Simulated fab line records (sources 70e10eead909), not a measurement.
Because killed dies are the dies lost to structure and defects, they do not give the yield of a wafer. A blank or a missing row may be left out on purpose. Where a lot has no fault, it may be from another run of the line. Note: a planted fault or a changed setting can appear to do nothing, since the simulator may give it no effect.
Struck lot and sound lot, side by side || flow nand_harc || 15 out of 1159 route steps
Sound: these wafers, L829.3, L829.5, L829.6. Struck: wafer L838.6 (left out: L838.4, a lot-mate that was not struck); the cause follows at the end.
Per side, at each step with rows, come the tool, then ch with its chambers, and then its first start. Under that, the readings that differ: sound wafers || struck wafers || difference of the means || sigmas: that difference in standard deviations of wafers without a fault.
alike: readings with means less than 2 such deviations apart, plus words and numbers identical on both sides. not compared: withheld readings, readings lacking a value on some wafer, bounds such as >300 that could conceal the same value, and numbers that have no deviation in the record and whose values overlap.
Wherever a step has rows on one side only, a row that says differs or no value, or a row with sigmas, the two part there. Numbers that don't overlap but have no deviation are shown without sigmas and don't part them. A reading missing from all wafers of one side parts the sides only when that side holds two or more wafers.

first, 1 step without rows for these wafers: NHARC_A_ONON_D1_DEP_03 (target thk 1000 nm).
NHARC_A_ONON_D1_THK_MEAS_05: measures by ellipsometry.
  sound on film_metro-02, day 8 18:22; struck on film_metro-02, day 11 12:48
  alike: thk_nm
then NHARC_A_ONON_D1_DEP_06 (target thk 1000 nm), 1 step lacking rows for these wafers.
NHARC_A_ONON_D1_THK_MEAS_08: measures by ellipsometry.
  sound on film_metro-02, day 8 18:55; struck on film_metro-01, day 11 13:22
  alike: thk_nm
then NHARC_A_ONON_D1_DEP_09 (target thk 1000 nm), 1 step lacking rows for these wafers.
NHARC_A_ONON_D1_THK_MEAS_11: measures by ellipsometry.
  sound on film_metro-01, day 8 19:29; struck on film_metro-02, day 11 13:56
  alike: thk_nm
then NHARC_A_ONON_D1_DEP_12 (target thk 1000 nm), 1 step lacking rows for these wafers.
NHARC_A_ONON_D1_THK_MEAS_14: measures by ellipsometry.
  sound on film_metro-01, day 8 20:04; struck on film_metro-01, day 11 14:30
{"reading": "thk_nm (nm)", "sound": "990 988 989", "struck": 1013, "difference": "+24", "sigmas": "+2"}
then, 2 steps without rows for these wafers: NHARC_A_ONON_D1_ANNEAL_15 (time 3600 s); NHARC_A_ONON_D1_DEP_16 (target thk 1000 nm).
NHARC_A_ONON_D1_THK_MEAS_18: measures by ellipsometry.
  sound on film_metro-01, day 9 03:12; struck on film_metro-01, day 11 21:41
  alike: thk_nm
NHARC_A_ONON_D1_DEP_19: target thk 1000 nm.
  sound on pecvd_onon-02 ch 0, day 9 03:30; struck on pecvd_onon-03 ch 0, day 11 21:55
NHARC_A_ONON_D1_THK_MEAS_21: measures by ellipsometry.
  sound on film_metro-01, day 9 03:53; struck on film_metro-01, day 11 22:16
{"reading": "thk_nm (nm)", "sound": "1002 1003 1002", "struck": 512, "difference": -490, "sigmas": -45}
then NHARC_A_ONON_D1_DEP_22 (target thk 1000 nm), 1 step lacking rows for these wafers.
-- the record jumps here: 12 days lie between the struck wafers' starts before and after (it left off in module A_ONON_D1 and takes up again in module END, whose first step shown is number 1159 of the route) --
NHARC_END_SORT_01:
  sound on prober-01 ch 0, day 20 13:44; struck on prober-01 ch 0, day 23 10:18
{"reading": "killed_at_array", "sound": "31 21 28", "struck": 676, "difference": "+649", "sigmas": "+65"}
{"reading": "killed_dies", "sound": "33 25 28", "struck": 677, "difference": "+648", "sigmas": "+59"}
  alike: killed_at_other, killed_at_periphery, killed_open, killed_short

## WHERE THEY PART
At NHARC_A_ONON_D1_THK_MEAS_14 first; at NHARC_END_SORT_01 last (within this record only).

WHY: whatever the simulator had introduced
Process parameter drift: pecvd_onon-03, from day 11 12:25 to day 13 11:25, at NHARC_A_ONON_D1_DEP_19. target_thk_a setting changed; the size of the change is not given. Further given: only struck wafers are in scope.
